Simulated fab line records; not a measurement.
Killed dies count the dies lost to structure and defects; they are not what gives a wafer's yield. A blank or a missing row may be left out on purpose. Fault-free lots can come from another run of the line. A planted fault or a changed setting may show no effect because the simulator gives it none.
Chamber matching -- flow nand harc -- rie diel-10 running NHARC_P_GATE_DESCUM_13: 4 sister chambers
The step chemistry O2, time 3 s. 14 wafers are shown with their chamber, then 7 later ones without.

== WAFERS, EACH WITH ITS CHAMBER ==
wafer,chamber,drypump motor current A (A),oes product au (a.u.),throttle valve pct (%)
L744.1,0,5.9,1.025,11.302
L744.5,0,5.9,1.033,11.289
L744.6,3,6.0,1.002,11.314
L747.1,1,6.5,0.996,11.311
L747.4,3,6.1,0.996,11.308
L747.6,2,6.0,0.997,11.317
L748.1,2,6.0,0.981,11.306
L748.2,3,6.1,0.998,11.311
L748.5,0,6.0,1.023,11.296
L749.1,2,6.0,0.992,11.313
L749.4,0,5.9,1.030,11.311
L749.6,3,6.0,0.995,11.321
L753.3,0,5.9,1.029,11.315
L753.4,1,6.5,1.000,11.298

SIGNATURES (means of the wafers above)
reading,chamber 0,chamber 1,chamber 2,chamber 3,scatter within a chamber
drypump motor current A,5.920,6.500,6.000,6.050,0.0424
oes product au,1.02800,0.99800,0.99000,0.99775,0.00485
throttle valve pct,11.30260,11.30450,11.31200,11.31350,0.00832
Rule: for each reading, subtract the chamber's mean from the wafer's reading, divide by that reading's scatter and square the result; add these up over the readings and take the root, which gives the wafer's distance from the chamber. If the next closest chamber is less than 2 further off than the closest, the wafer can't be placed; otherwise it belongs to the closest. The scatter: take each reading less its chamber's mean, square it, sum over the shown wafers, divide by the number of wafers less the number of chambers, and take the root.

== WAFERS WITH NO CHAMBER GIVEN ==
wafer,drypump motor current A (A),oes product au (a.u.),throttle valve pct (%)
L753.5,6.5,0.992,11.304
L756.1,6.1,0.988,11.307
L756.4,6.0,0.991,11.325
L756.6,6.0,0.992,11.323
L765.1,6.5,0.980,11.304
L765.2,6.1,1.000,11.313
L765.3,6.0,1.008,11.297

== WHICH CHAMBER EACH WENT THROUGH ==
wafer,from the rows above,in truth
L753.5,1,1
L756.1,can't be placed: 3 or 2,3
L756.4,can't be placed: 2 or 3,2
L756.6,can't be placed: 2 or 3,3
L765.1,1,1
L765.2,can't be placed: 3 or 2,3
L765.3,can't be placed: 3 or 2 or 0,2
Correct placement for 2 of the 7. These rows do not allow placing 5 (true chamber among the candidates in 5). Number placed wrongly: 0.
